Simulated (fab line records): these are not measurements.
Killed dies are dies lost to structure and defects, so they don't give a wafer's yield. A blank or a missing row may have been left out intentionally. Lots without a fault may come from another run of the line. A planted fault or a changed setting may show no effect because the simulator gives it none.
Lot-split experiment	flow n5Finfet	on a route of 1938 steps: 7 lots, 21 wafers read

## ON THE SPLIT
At N5_BEOL_M8_ETCH_66 (etches SOC in N2/H2, target depth 80 nm, overetch 16 nm, time 120 s), the setting sourceW was moved away from the recipe's 840 W on 7 of the 21 wafers read, by -13.6% to +17.8%. The other wafers ran this setting at the recipe's value.

Reading taken at the split's own step.

## THE READING
rfVppV, in V, at N5_BEOL_M8_ETCH_66 (etches SOC in N2/H2, target depth 80 nm, overetch 16 nm, time 120 s). On this fab line, fault-free wafers typically give 523.1 V with a standard deviation of 2.8 V.

wafer	tool, chamber at the split	sourceW as run, W	against the recipe	rfVppV, V	against lot-mates on the recipe
L074.2	rieDiel-05, 0	840	recipe	522.2	-
L074.3	rieDiel-05, 1	840	recipe	519.7	-
L074.5	rieDiel-05, 1	840	recipe	517.7	-
L076.1	rieDiel-04, 0	840	recipe	527.0	-
L076.4	rieDiel-04, 1	879.8	+4.7%	516.8	-10.1
L076.6	rieDiel-04, 2	840	recipe	526.8	-
L077.1	rieDiel-04, 0	725.6	-13.6%	553.0	no lot-mate on the recipe
L077.3	rieDiel-04, 1	725.6	-13.6%	552.7	no lot-mate on the recipe
L077.5	rieDiel-04, 0	725.6	-13.6%	553.1	no lot-mate on the recipe
L082.2	rieDiel-05, 3	840	recipe	523.6	-
L082.3	rieDiel-05, 1	989.6	+17.8%	492.4	-29.9
L082.6	rieDiel-05, 1	840	recipe	520.9	-
L086.1	rieDiel-05, 3	840	recipe	522.5	-
L086.2	rieDiel-05, 1	840	recipe	520.0	-
L086.5	rieDiel-05, 2	840	recipe	524.3	-
L091.1	rieDiel-05, 2	840	recipe	523.6	-
L091.2	rieDiel-05, 3	840	recipe	523.6	-
L091.6	rieDiel-05, 2	840	recipe	523.1	-
L097.1	rieDiel-04, 1	760.8	-9.4%	541.8	+16.9
L097.4	rieDiel-04, 2	760.8	-9.4%	543.5	+18.6
L097.5	rieDiel-04, 0	840	recipe	524.9	-

FIT RESULTS
A straight line over all 21 wafers: rfVppV changes by -1.99 V for each +1% of sourceW; r = -0.98; the points scatter about the line by 2.7 V.
The same after taking each lot's own level away (the mean of its wafers on the recipe; 18 wafers): -1.77 V for each +1%; r = -0.99; scatter 1.4 V.
According to that fit, moving sourceW by its largest amount changes the reading by 31 V.
Measured against the standard deviation above, the lots' own levels, which go from 519.87 to 526.90 V, span 2.5 times it.
So the lot-to-lot level changes the slope: the two fits differ.
Check: for one of the wafers moved furthest among these (+17.8%), held out of the fit, the line's prediction against its lot-mates is -34.2 V. It came out at -29.9 V against them.
Tool readings at the split's step, against how far the setting was moved: rfVppV r = -0.98.

## OTHER SPLITS APPLIED TO THESE WAFERS
Other splits were also applied to these wafers ahead of the reading. Each is held against what the fit with the lots' levels taken away leaves over:
other split on the same wafers	wafers away from the commonest value	r with rfVppV (lot level and that fit taken away)
N5_BEOL_M5_ETCH_68 biasW	5	-0.25
N5_BEOL_M5_VIA_ETCH_34 biasW	7	-0.18
N5_BEOL_M7_COAT_60 spinRpm	7	-0.18
N5_BEOL_M7_ETCH_61 sourceW	7	+0.16
N5_BEOL_M8_DESCUM_33 timeS	10	+0.19

## THE FILE'S OWN FIT
rfVppV changes by -1.74 V for each +1% of sourceW, r = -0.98.
